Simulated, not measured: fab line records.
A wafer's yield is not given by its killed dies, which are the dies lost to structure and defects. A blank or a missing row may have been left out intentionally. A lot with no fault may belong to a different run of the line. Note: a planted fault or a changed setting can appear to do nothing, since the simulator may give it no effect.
Which of the tools did it?    flow n5-finfet    15 lots, 45 wafers sampled, at 4 steps of a route of 1938

## WHAT EACH GAUGE READ, for each wafer
N5_BEOL_M3_OVL_MEAS_29.
lot   measured      on          V2_OVL (nm)
L878  day 7 12:52   overlay-01  0.5 -0.4 -0.1
L879  day 7 14:11   overlay-02  -0.4 -0.3 -0.6
L881  day 8 07:55   overlay-01  0.0 -1.3 0.3
L886  day 10 01:14  overlay-02  - - -
L887  day 10 03:59  overlay-01  - - -
L889  day 10 04:03  overlay-02  - - -
L891  day 11 00:28  overlay-01  -0.2 -1.1 -0.9
L890  day 11 00:39  overlay-01  -1.3 -1.4 -1.0
L893  day 11 02:49  overlay-01  -0.5 -1.4 -0.5
L892  day 11 04:29  overlay-01  0.2 -0.1 0.2
L895  day 12 07:56  overlay-02  0.4 0.1 0.3
L896  day 12 08:35  overlay-01  0.1 -1.0 0.4
L898  day 12 14:44  overlay-02  1.8 0.8 0.3
L899  day 12 23:35  overlay-01  -1.0 -0.4 -0.5
L900  day 13 14:32  overlay-02  1.1 0.2 1.2

## WHAT TOOL EACH LOT RAN ON (gives the tool, then ch and the chambers of the sampled wafers, and finally the start)
lot   N5_BEOL_M3_DESCUM_16                N5_BEOL_M3_STRIP_19                 N5_BEOL_M3_DEVELOP_27
L878  rie-diel-01 ch 1,3, day 7 12:05     rie-diel-01 ch 0,3, day 7 12:27     litho-track-05 ch 0, day 7 12:47
L879  rie-diel-01 ch 0,1,2, day 7 13:25   rie-diel-01 ch 0,1,2, day 7 13:46   litho-track-02 ch 0, day 7 14:06
L881  rie-diel-03 ch 0,2,3, day 8 07:07   rie-diel-03 ch 2,3, day 8 07:29     litho-track-05 ch 0, day 8 07:49
L886  rie-diel-01 ch 1,2, day 10 00:14    rie-diel-03 ch 1,2,3, day 10 00:38  litho-track-05, day 10 01:08
L887  rie-diel-01 ch 1,2,3, day 10 03:04  rie-diel-06 ch 0,1, day 10 03:27    litho-track-02, day 10 03:54
L889  rie-diel-03 ch 2,3, day 10 03:04    rie-diel-06 ch 0,1, day 10 03:29    litho-track-04, day 10 03:58
L891  rie-diel-06 ch 0,3, day 10 23:33    rie-diel-06 ch 0,2, day 10 23:55    litho-track-05 ch 0, day 11 00:22
L890  rie-diel-03 ch 1,2,3, day 10 23:43  rie-diel-06 ch 0,1,3, day 11 00:05  litho-track-04 ch 0, day 11 00:34
L893  rie-diel-01 ch 0,1,3, day 11 02:01  rie-diel-06 ch 1,2,3, day 11 02:23  litho-track-05 ch 0, day 11 02:43
L892  rie-diel-06 ch 2,3, day 11 03:32    rie-diel-06 ch 1,2, day 11 03:56    litho-track-02 ch 0, day 11 04:23
L895  rie-diel-01 ch 1,3, day 12 06:58    rie-diel-06 ch 0,1, day 12 07:23    litho-track-05 ch 0, day 12 07:50
L896  rie-diel-06 ch 1,3, day 12 07:40    rie-diel-03 ch 0,1, day 12 08:02    litho-track-04 ch 0, day 12 08:29
L898  rie-diel-03 ch 0,1, day 12 13:50    rie-diel-06 ch 0,1, day 12 14:11    litho-track-05 ch 0, day 12 14:39
L899  rie-diel-06 ch 0,1,2, day 12 22:41  rie-diel-03 ch 0,1,2, day 12 23:02  litho-track-04 ch 0, day 12 23:29
L900  rie-diel-03 ch 1,3, day 13 13:38    rie-diel-03 ch 1,2,3, day 13 13:59  litho-track-05 ch 0, day 13 14:26
- N5_BEOL_M3_DESCUM_16: chemistry O2, time 7 s.
- N5_BEOL_M3_STRIP_19: strips in O2.
- N5_BEOL_M3_DEVELOP_27: develop time 30 s.

## AS READ BY THE TOOLS THEMSELVES (means over the sampled wafers that have a number; for cases with no such wafer, the mark the record gives instead)
N5_BEOL_M3_DESCUM_16.
lot   tool         chamber-pressure-mTorr (mTorr)  drypump-motor-current-A (A)  oes-product-au (a.u.)  rf-vpp-V (V)  showerhead-plenum-p-Torr (Torr)  throttle-valve-pct (%)
L878  rie-diel-01  19.988                          5.61                         0.74                   243.0         2.11                             20.33
L879  rie-diel-01  19.997                          5.45                         0.76                   243.9         2.12                             20.55
L881  rie-diel-03  20.013                          5.52                         0.72                   243.1         2.08                             20.64
L886  rie-diel-01  19.993                          5.62                         0.71                   244.3         2.13                             20.52
L887  rie-diel-01  19.983                          5.65                         0.73                   243.6         2.08                             20.40
L889  rie-diel-03  20.015                          5.44                         0.72                   242.3         2.08                             20.87
L891  rie-diel-06  20.005                          5.19                         0.76                   242.6         2.03                             20.37
L890  rie-diel-03  19.990                          5.41                         0.72                   242.2         2.02                             20.62
L893  rie-diel-01  20.007                          5.44                         0.75                   242.6         2.09                             20.41
L892  rie-diel-06  20.010                          5.66                         0.75                   243.5         2.12                             20.27
L895  rie-diel-01  19.999                          5.62                         0.71                   243.6         2.10                             20.38
L896  rie-diel-06  20.005                          5.39                         0.75                   241.9         2.03                             20.37
L898  rie-diel-03  19.990                          5.45                         0.72                   241.9         2.01                             20.27
L899  rie-diel-06  20.006                          5.81                         0.82                   244.0         2.14                             20.18
L900  rie-diel-03  20.010                          5.37                         0.82                   241.0         1.96                             20.26

N5_BEOL_M3_STRIP_19.
lot   tool         chamber-pressure-mTorr (mTorr)  drypump-motor-current-A (A)  oes-product-au (a.u.)  rf-vpp-V (V)  showerhead-plenum-p-Torr (Torr)  throttle-valve-pct (%)
L878  rie-diel-01  30.02                           5.5                          0.79                   3.5           2.06                             16.49
L879  rie-diel-01  30.02                           5.5                          0.77                   3.2           2.13                             16.79
L881  rie-diel-03  30.02                           5.6                          0.71                   3.6           2.08                             17.03
L886  rie-diel-03  29.98                           5.4                          0.73                   3.7           2.03                             16.86
L887  rie-diel-06  30.02                           5.6                          0.87                   3.6           2.13                             16.38
L889  rie-diel-06  30.00                           5.8                          0.88                   3.3           2.13                             16.37
L891  rie-diel-06  30.00                           5.7                          0.83                   3.6           2.15                             16.40
L890  rie-diel-06  30.02                           5.5                          0.82                   3.5           2.08                             16.51
L893  rie-diel-06  29.98                           5.7                          0.79                   3.9           2.10                             16.51
L892  rie-diel-06  30.02                           6.0                          0.85                   3.7           2.15                             16.39
L895  rie-diel-06  30.01                           5.8                          0.86                   3.5           2.13                             16.40
L896  rie-diel-03  30.01                           5.3                          0.73                   3.7           1.97                             16.51
L898  rie-diel-06  29.99                           5.7                          0.85                   4.0           2.13                             16.41
L899  rie-diel-03  29.99                           5.4                          0.71                   3.6           2.02                             16.77
L900  rie-diel-03  29.98                           5.4                          0.80                   3.4           2.02                             16.76

N5_BEOL_M3_DEVELOP_27.
lot   tool            chill-plate-temp-C (C)  exhaust-pa (Pa)
L878  litho-track-05  23.09                   44.9
L879  litho-track-02  22.98                   45.2
L881  litho-track-05  22.85                   44.9
L886  litho-track-05  -                       -
L887  litho-track-02  -                       -
L889  litho-track-04  -                       -
L891  litho-track-05  23.10                   45.0
L890  litho-track-04  23.14                   44.6
L893  litho-track-05  22.90                   46.2
L892  litho-track-02  23.03                   45.1
L895  litho-track-05  23.04                   44.6
L896  litho-track-04  23.16                   44.5
L898  litho-track-05  22.94                   44.7
L899  litho-track-04  23.08                   44.8
L900  litho-track-05  23.11                   45.1

## THE ANSWER, worked out from the rows above alone
Rule: the usual values come from the lots themselves. The widest of any qualifying gaps counts: lots, ordered by their means at a reading, are off when they make up no more than a third of the lots, leave a main group of 4 or more, and stand apart from it by 3 or more times the standard deviation of that group's means. A main group is skipped when, at the precision printed for the reading in the tables above, its means are all equal. Also off: a lot with no number at a reading for which 4 or more lots have one. All remaining lots with rows at the step are treated as sound. First the gauges in route order, then the tools' own readings, where a lot's mean is used as printed above. At the first step where some lot is off, the reading lying furthest off is the one used; lots without a number count as furthest.
Off: L886, L887, L889, seen at N5_BEOL_M3_OVL_MEAS_29 (V2_OVL). Without a number there: L886, L887, L889. Mean -0.2 nm and standard deviation 0.63 in the main group.
If a tool, at a process step before that reading, ran all the lots that are off and no sound lot after the first of them, it fits. The gauges at N5_BEOL_M3_OVL_MEAS_29 aren't tried: what is off there is off at N5_BEOL_M3_DEVELOP_27 too, on other tools, and a gauge's error can't cause that. Of those tried, none fits.

## WHAT WAS PUT IN BY THE SIMULATOR
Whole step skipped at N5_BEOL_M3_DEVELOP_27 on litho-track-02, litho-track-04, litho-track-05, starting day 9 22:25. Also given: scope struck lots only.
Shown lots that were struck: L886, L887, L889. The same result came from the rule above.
